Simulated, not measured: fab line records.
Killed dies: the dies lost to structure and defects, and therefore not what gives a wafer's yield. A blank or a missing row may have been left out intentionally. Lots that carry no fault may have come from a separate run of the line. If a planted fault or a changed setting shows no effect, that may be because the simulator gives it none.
fab line records    flow nandHarc
record lots=13  wafers=39  lastDay=33
route steps=1302 shown A_WL_FILL@956 A_BONDPAD@1219 END@1302
lots that met no fault: from a run of the same line without faults
startH: hours from the record's first day to the start of the lot's first wafer shown    waitH: hours elapsed since this lot's preceding step    " same as the row above    L1.1+2: a single row standing in for several wafers    - no value present, or no start provided    * or withheld: withheld    < > ~ a bound
route shown NAME@n: names a module that has steps shown in the file, with the first one's number in the route    usual: mean/standard deviation taken from wafers without a fault    same: alike in all rows    chamber/n: place in a boat    sites: each site's reading    _std_site: their standard deviation    _edge_site: inner sites' mean taken away from outer sites' mean    radiusMm: for every site, how far away it sits from the centre of the wafer    mask NAME#n: copy n    behind: tool/chamber where the wafer was last shaped    hold: why the lot went on hold/how many hours it stayed there/how the hold came to an end    device: which transistor (n, p or np) failed to switch    end of line: the route-end tests of the same wafers    for a step that has no rows: nothing shown but its recipe    killed: at the first sort, the dies lost to defects and structure; wafer yield is something else    map: the dies of a wafer, with x for killed, . for not killed, _ for no die there
set.NAME: the setting the step ran with; set.NAME@STEP: the setting that earlier step ran with    model.NAME: the simulator's own value behind a step, which no gauge read
a sample of lots followed through the steps of the route, with each step as a table and each wafer as a row
services: the hour from which a tool's chamber was out of use, counted from the record's first day as startH (under 0 if before that day), plus the number of hours and why
## steps
# step NHARC_A_WL_FILL_CVD_03
# recipe targetThkA=400  tempC=300  pressureTorr=40  wf6FlowSccm=40  h2FlowSccm=1600  arFlowSccm=1560  timeS=279  material=W
# usual heaterPowerW=467/15  throttleValvePct=7.9/0.43
lot.wafer  tool     chamber  startH  waitH  heaterPowerW  throttleValvePct
L174.2     cvdW-01  0        452.89  0.1    455           8.4
L174.1     "        1        "       "      471           7.5
L174.5     "        1        "       "      472           7.2
L177.1     cvdW-01  0        502.98  0.1    452           8.5
L177.2     "        1        "       "      472           7.7
L177.5     "        1        "       "      461           7.6
L178.4     cvdW-02  0        506.81  0.2    472           7.3
L178.5     "        0        "       "      465           7.1
L178.6     "        1        "       "      448           7.9
L181.2     cvdW-02  0        533.72  0.1    477           7.4
L181.4     "        0        "       "      461           7.2
L181.5     "        0        "       "      475           7.2
L182.2     cvdW-01  0        533.95  0.1    449           8.4
L182.4     "        0        "       "      453           8.6
L182.6     "        0        "       "      454           8.5
L180.2     cvdW-01  0        537.80  0.1    447           8.2
L180.4     "        1        "       "      469           7.7
L180.5     "        1        "       "      458           7.6
L183.2     cvdW-01  0        562.78  0.1    490           8.5
L183.3     "        1        "       "      472           7.6
L183.5     "        1        "       "      476           7.6
L185.1     cvdW-01  1        566.58  0.1    469           7.7
L185.3     "        1        "       "      469           7.7
L185.6     "        0        "       "      479           8.2
L186.2     cvdW-01  0        583.57  0.2    487           8.3
L186.4     "        0        "       "      495           8.3
L186.6     "        0        "       "      498           8.3
L188.3     cvdW-01  1        611.04  0.2    478           7.5
L188.6     "        0        "       "      493           8.2
L188.5     "        1        "       "      466           7.8
L190.1     cvdW-01  1        624.29  0.1    470           7.7
L190.2     "        0        "       "      497           8.2
L190.3     "        0        "       "      500           8.3
L192.1     cvdW-01  0        635.40  0.1    488           8.5
L192.3     "        1        "       "      469           7.9
L192.5     "        1        "       "      463           7.5
L197.1     cvdW-02  1        704.14  0.1    452           8.2
L197.4     "        0        "       "      451           7.7
L197.3     "        1        "       "      437           8.4
# step NHARC_A_BONDPAD_ETCH_34
# recipe targetDepthA=600  overetchA=180  timeS=65.91  ionEnergyEv=200  n2FlowSccm=150  h2FlowSccm=150  arFlowSccm=0  rfW=400  biasW=150  chemistry=N2/H2
# usual drypumpMotorCurrentA=5.7/0.56  oesProductAu=1.004/0.011  rfFwdPowerW=396.4/1.7  rfVppV=430.5/2.4  showerheadPlenumPTorr=2.04/0.084  throttleValvePct=14.171/0.0088
lot.wafer  tool        chamber  startH  waitH  drypumpMotorCurrentA  oesProductAu  rfFwdPowerW  rfHoursCounterH  rfVppV  showerheadPlenumPTorr  throttleValvePct
L174.1     rieDiel-05  1        525.45  0.1    6.6                   1.004         398.0        4                428.5   1.99                   14.162
L174.2     "           3        "       "      5.6                   1.003         394.8        4                432.7   2.12                   14.171
L174.5     "           1        "       "      6.6                   1.001         397.7        -                429.9   1.99                   14.186
L177.2     rieDiel-06  0        563.89  0.1    5.0                   0.995         395.7        13               429.8   2.02                   14.169
L177.1     "           2        "       "      5.6                   1.008         399.1        14               428.4   1.91                   14.178
L177.5     "           0        "       "      5.0                   0.996         395.2        -                430.6   2.02                   14.166
L178.4     rieDiel-06  3        574.98  0.1    6.5                   0.991         395.4        15               431.0   2.08                   14.172
L178.5     "           2        "       "      5.6                   0.994         399.9        -                427.4   1.91                   14.148
L178.6     "           3        "       "      6.5                   0.994         397.6        -                430.8   2.08                   14.169
L182.4     rieDiel-05  3        596.88  0.1    5.7                   1.006         394.1        0                432.3   2.12                   14.170
L182.2     "           1        "       "      6.6                   1.021         396.5        0                427.7   1.99                   14.168
L182.6     "           3        "       "      5.7                   1.011         397.3        -                431.9   2.12                   14.180
L181.2     rieDiel-05  2        600.67  0.1    5.7                   1.005         396.1        0                427.9   1.96                   14.175
L181.4     "           3        "       "      5.6                   1.030         396.7        -                432.1   2.12                   14.164
L181.5     "           0        "       "      4.9                   1.014         395.1        -                435.1   2.16                   14.186
L180.2     rieDiel-05  3        604.01  0.1    5.6                   1.014         393.9        0                432.7   2.12                   14.181
L180.5     "           3        "       "      5.6                   1.018         394.9        -                431.6   2.12                   14.159
L180.4     "           2        "       "      5.7                   1.004         393.2        -                426.9   1.96                   14.180
L183.3     rieDiel-05  2        631.27  0.1    5.6                   1.010         396.9        1                427.6   1.96                   14.157
L183.2     "           3        "       "      5.7                   1.013         393.3        1                433.5   2.12                   14.170
L183.5     "           1        "       "      6.6                   1.004         396.3        -                429.4   1.99                   14.177
L185.3     rieDiel-05  3        633.87  0.1    5.6                   1.016         395.7        1                432.2   2.12                   14.171
L185.1     "           0        "       "      4.9                   1.006         400.5        1                434.5   2.16                   14.170
L185.6     "           3        "       "      5.7                   1.002         396.0        -                432.8   2.12                   14.168
L186.2     rieDiel-06  1        645.25  0.1    6.3                   0.986         396.3        28               433.5   2.13                   14.178
L186.4     "           3        "       "      6.5                   0.995         396.5        28               431.5   2.07                   14.180
L186.6     "           2        "       "      5.6                   1.006         396.9        -                427.5   1.91                   14.172
L188.3     rieDiel-13  1        674.20  0.1    5.7                   1.003         396.4        44               429.2   1.95                   14.178
L188.6     "           1        "       "      5.7                   1.006         398.0        -                426.8   1.95                   14.159
L188.5     "           2        "       "      5.9                   0.969         392.9        -                427.3   1.95                   14.178
L190.3     rieDiel-05  3        697.69  0.1    5.7                   1.007         394.7        3                431.0   2.12                   14.166
L190.2     "           1        "       "      6.6                   1.012         396.9        2                429.9   1.99                   14.171
L190.1     "           2        "       "      5.7                   1.007         396.4        3                428.7   1.96                   14.159
L192.1     rieDiel-05  0        700.57  0.1    5.0                   1.002         398.4        3                434.0   2.16                   14.166
L192.3     "           1        "       "      6.5                   1.009         398.4        3                429.0   1.99                   14.160
L192.5     "           0        "       "      5.0                   1.002         400.3        -                433.8   2.16                   14.163
L197.1     rieDiel-13  0        768.55  0.1    5.4                   1.004         397.6        27               430.3   2.02                   14.172
L197.3     "           1        "       "      5.7                   1.009         397.5        23               426.9   1.94                   14.174
L197.4     "           2        "       "      5.9                   1.014         393.8        21               427.2   1.94                   14.176
# step NHARC_A_BONDPAD_ETCH_12
# recipe targetDepthA=2200  timeS=110  chf3FlowSccm=50  o2FlowSccm=10  arFlowSccm=200  rfW=500  biasW=200  chemistry=CHF3/O2
# usual drypumpMotorCurrentA=5.7/0.52  o2FlowSccm=10.000/0.029  oesProductAu=0.947/0.025  rfFwdPowerW=496.9/1.8  rfVppV=370.7/2.2  showerheadPlenumPTorr=2.40/0.092  throttleValvePct=20.573/0.0096
lot.wafer  tool        chamber  startH  waitH  drypumpMotorCurrentA  o2FlowSccm  oesProductAu  rfFwdPowerW  rfHoursCounterH  rfVppV  showerheadPlenumPTorr  throttleValvePct
L174.1     rieDiel-05  1        -       -      6.5                   10.001      0.931         498.1        4                370.8   2.35                   20.579
L174.2     "           2        "       "      5.7                   10.025      0.912         498.4        3                369.5   2.32                   20.580
L174.5     "           1        "       "      6.5                   9.993       0.935         495.5        -                370.7   2.35                   20.565
L177.1     rieDiel-06  1        -       -      6.3                   9.996       0.922         493.3        14               373.0   2.51                   20.572
L177.2     "           3        "       "      6.5                   9.944       0.926         496.8        13               372.7   2.44                   20.563
L177.5     "           2        "       "      5.6                   10.037      0.905         499.7        -                367.8   2.26                   20.585
L178.4     rieDiel-06  2        -       -      5.6                   10.006      0.926         498.2        15               366.3   2.26                   20.582
L178.6     "           0        "       "      5.0                   9.966       0.923         498.2        -                372.1   2.38                   20.584
L178.5     "           1        "       "      6.2                   10.024      0.933         496.8        -                373.4   2.51                   20.589
L182.2     rieDiel-05  2        -       -      5.7                   9.996       0.960         495.9        0                369.5   2.32                   20.575
L182.4     "           0        "       "      4.9                   10.026      0.983         497.2        0                372.9   2.54                   20.581
L182.6     "           2        "       "      5.7                   10.000      0.957         494.9        -                367.9   2.32                   20.573
L181.2     rieDiel-05  2        -       -      5.7                   9.960       0.960         494.7        0                367.6   2.32                   20.580
L181.4     "           3        "       "      5.7                   10.070      0.978         494.7        -                373.1   2.49                   20.559
L181.5     "           0        "       "      4.9                   10.017      0.970         498.4        -                375.0   2.54                   20.576
L180.2     rieDiel-05  2        -       -      5.7                   9.970       0.962         495.5        0                367.7   2.32                   20.581
L180.5     "           0        "       "      5.0                   9.994       0.959         497.4        -                373.9   2.54                   20.575
L180.4     "           2        "       "      5.7                   9.983       0.961         495.1        -                369.8   2.32                   20.572
L183.3     rieDiel-05  3        -       -      5.7                   9.983       0.991         494.5        1                372.2   2.49                   20.580
L183.2     "           1        "       "      6.5                   9.958       0.969         496.0        1                369.1   2.35                   20.583
L183.5     "           3        "       "      5.7                   10.022      0.988         496.9        -                370.8   2.49                   20.573
L185.1     rieDiel-05  1        -       -      6.6                   10.004      0.969         498.0        1                369.4   2.35                   20.579
L185.3     "           2        "       "      5.7                   10.044      0.964         498.6        2                369.5   2.32                   20.588
L185.6     "           1        "       "      6.6                   9.955       0.969         498.1        -                369.1   2.35                   20.561
L186.4     rieDiel-06  2        -       -      5.6                   10.002      0.918         499.7        26               365.4   2.26                   20.560
L186.2     "           0        "       "      5.0                   9.979       0.929         496.6        28               369.2   2.37                   20.578
L186.6     "           1        "       "      6.3                   10.050      0.915         498.1        -                372.3   2.51                   20.558
L188.3     rieDiel-13  0        -       -      5.4                   9.966       0.921         496.3        54               371.4   2.39                   20.565
L188.5     "           1        "       "      5.7                   10.008      0.927         498.1        -                368.1   2.31                   20.568
L188.6     "           2        "       "      5.9                   9.969       0.907         495.9        -                369.3   2.31                   20.553
L190.3     rieDiel-05  3        -       -      5.6                   10.032      0.947         496.0        3                372.9   2.48                   20.582
L190.2     "           1        "       "      6.6                   10.006      0.940         498.3        2                369.9   2.35                   20.582
L190.1     "           2        "       "      5.7                   9.998       0.932         493.7        3                367.5   2.32                   20.559
L192.3     rieDiel-05  0        -       -      4.9                   10.005      0.986         495.9        3                374.2   2.53                   20.562
L192.1     "           1        "       "      6.6                   9.984       0.986         498.4        3                370.0   2.35                   20.562
L192.5     "           2        "       "      5.7                   9.973       0.965         492.7        -                367.7   2.31                   20.574
L197.4     rieDiel-13  0        -       -      5.4                   10.001      0.925         496.1        27               370.0   2.38                   20.560
L197.1     "           1        "       "      5.7                   10.029      0.931         497.4        23               368.1   2.29                   20.582
L197.3     "           2        "       "      5.9                   9.996       0.932         497.7        21               368.2   2.30                   20.562
# step NHARC_END_SORT_01
# recipe tempC=25
# usual killedAtArray=55/17  killedAtOther=0.9/1.2  killedAtPeriphery=3.7/2.5  killedDies=59/18  killedOpen=3.4/1.9  killedShort=2.6/1.6
# same grossDies=677
lot.wafer  tool       chamber  startH  waitH  killedAtArray  killedAtOther  killedAtPeriphery  killedDies  killedOpen  killedShort
L188.3     prober-01  0        706.52  3.1    50             0              2                  52          4           4
L188.5     prober-01  0        708.10  3.7    46             0              7                  53          0           3
L188.6     prober-01  0        708.90  4.0    134            0              2                  136         5           1
L192.1     prober-02  0        731.48  2.5    141            0              4                  145         5           1
L192.3     prober-02  0        733.09  3.1    54             0              4                  58          2           6
L192.5     prober-02  0        734.71  3.7    50             0              4                  54          4           4
L190.1     prober-01  0        739.18  2.5    60             2              7                  69          7           1
L190.2     prober-01  0        739.97  2.8    111            0              5                  116         4           2
L190.3     prober-01  0        740.77  3.1    129            1              8                  138         4           4
# killed by level:class
L188.3 A_CHANNEL_HOLE_D1:chamberFilmFlake=31 A_STAIRCASE:chamberFilmFlake=5 A_SLIT:chamberFilmFlake=3 A_SGD_CUT:geometricParticle:short=2 P_GATE:chamberFilmFlake=2 A_ONON_D1:geometricParticle:short=1 A_ONON_D1:geometricParticle:open=1 A_CHANNEL_HOLE_D1:geometricParticle:open=1
L188.5 A_CHANNEL_HOLE_D1:chamberFilmFlake=32 P_CONTACT:chamberFilmFlake=5 A_CONTACT:chamberFilmFlake=4 A_SLIT:chamberFilmFlake=2 A_CHANNEL_FILL_D1:chamberFilmFlake=2 A_STAIRCASE:chamberFilmFlake=2 P_GATE:geometricParticle:short=1 A_DECK1_JOINT:geometricParticle:short=1
L188.6 A_WL_FILL:unspecified=82 A_CHANNEL_HOLE_D1:chamberFilmFlake=34 A_CONTACT:chamberFilmFlake=5 A_SGD_CUT:geometricParticle:open=3 P_CONTACT:chamberFilmFlake=2 A_CHANNEL_FILL_D2:chamberFilmFlake=2 A_SLIT:chamberFilmFlake=2 A_ONON_D2:geometricParticle:open=1
L192.1 A_WL_FILL:unspecified=84 A_CHANNEL_HOLE_D1:chamberFilmFlake=37 A_SLIT:chamberFilmFlake=5 A_STAIRCASE:chamberFilmFlake=4 A_CHANNEL_FILL_D1:chamberFilmFlake=3 A_WL_FILL:geometricParticle:open=2 P_M1:chamberFilmFlake=2 A_DECK1_JOINT:chamberFilmFlake=2
L192.3 A_CHANNEL_HOLE_D1:chamberFilmFlake=32 A_CONTACT:chamberFilmFlake=4 A_SLIT:chamberFilmFlake=3 A_CHANNEL_FILL_D2:geometricParticle:short=2 A_WL_FILL:geometricParticle:short=2 P_M1:chamberFilmFlake=2 A_CHANNEL_FILL_D1:chamberFilmFlake=2 A_DECK1_JOINT:chamberFilmFlake=2
L192.5 A_CHANNEL_HOLE_D1:chamberFilmFlake=32 A_CONTACT:chamberFilmFlake=4 A_DECK1_JOINT:geometricParticle:short=2 A_BLC:chamberFilmFlake=2 A_CHANNEL_HOLE_D2:chamberFilmFlake=2 P_CONTACT:geometricParticle:open=1 A_CHANNEL_FILL_D1:geometricParticle:open=1 A_DECK1_JOINT:geometricParticle:open=1
L190.1 A_SLIT:chamberFilmFlake=33 A_CHANNEL_HOLE_D1:chamberFilmFlake=8 A_CHANNEL_HOLE_D2:chamberFilmFlake=5 P_CONTACT:geometricParticle:open=3 A_CONTACT:chamberFilmFlake=3 P_M1:chamberFilmFlake=2 A_DECK1_JOINT:chamberFilmFlake=2 A_WL_FILL:chamberFilmFlake=2
L190.2 A_WL_FILL:unspecified=81 A_SLIT:chamberFilmFlake=11 A_CHANNEL_HOLE_D1:chamberFilmFlake=4 P_GATE:chamberFilmFlake=3 A_CONTACT:chamberFilmFlake=3 A_CHANNEL_HOLE_D2:chamberFilmFlake=2 A_WL_FILL:chamberFilmFlake=2 A_ONON_D1:geometricParticle:short=1
L190.3 A_WL_FILL:unspecified=79 A_SLIT:chamberFilmFlake=26 A_CHANNEL_HOLE_D1:chamberFilmFlake=8 A_CONTACT:chamberFilmFlake=4 P_GATE:chamberFilmFlake=3 A_CHANNEL_HOLE_D2:chamberFilmFlake=3 P_M1:chamberFilmFlake=2 A_STAIRCASE:chamberFilmFlake=2
## services
tool        chamber  startH  hours  kind
rieDiel-05  0        440.10  -      clean
rieDiel-05  1        440.10  -      clean
rieDiel-05  2        440.10  -      clean
rieDiel-05  3        440.10  -      clean
cvdW-02     -        450.00  13.0   pm
rieDiel-05  0        464.65  -      clean
rieDiel-05  1        464.65  -      clean
rieDiel-05  2        464.65  -      clean
rieDiel-06  -        484.24  9.0    pm
rieDiel-05  1        497.95  4.8    repair
rieDiel-13  -        519.00  9.0    pm
cvdW-01     -        547.00  13.0   pm
rieDiel-05  0        548.11  2.9    repair
cvdW-01     1        569.89  21.2   repair
rieDiel-05  -        583.60  9.0    pm
rieDiel-06  2        586.16  8.3    repair
rieDiel-05  1        599.62  6.9    repair
cvdW-02     -        631.00  13.0   pm
rieDiel-13  3        648.51  3.9    repair
rieDiel-06  -        661.24  9.0    pm
rieDiel-13  -        696.00  9.0    pm
cvdW-01     -        728.00  13.0   pm
rieDiel-05  -        760.60  9.0    pm
rieDiel-06  1        766.85  4.6    repair
## key
firstSign step=NHARC_END_SORT_01  reading=killedAtArray  direction=up  sigmas=4.3  usual=55  struck=129
effect step=NHARC_END_SORT_01  reading=killedDies  direction=up  sigmas=4.2  usual=59  struck=134
moreKillsBornAt NHARC_A_WL_FILL_CVD_03@cvdW-01=326
metAt NHARC_A_WL_FILL_CVD_03
struckLots L188,L190,L192
struckWafers L188.6,L190.2,L190.3,L192.1
testerLeftOut L188,L190,L192
notActingAt NHARC_A_BONDPAD_ETCH_34,NHARC_A_BONDPAD_ETCH_12
onsetBetween 583.57 611.04
fault kind=chamberParticleSource  tool=cvdW-01  chamber=0  onsetH=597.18  steps=NHARC_A_WL_FILL_CVD_03  ratePerVisitCm2=1.5586  endH=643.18
# testerLeftOut: of these lots the tester's yield and bins aren't shown, on N5 and GAA mostly nor the transistor test; their killed dies are dies lost to structure and defects alone, not to doping, threshold or leakage, so they don't give the yield
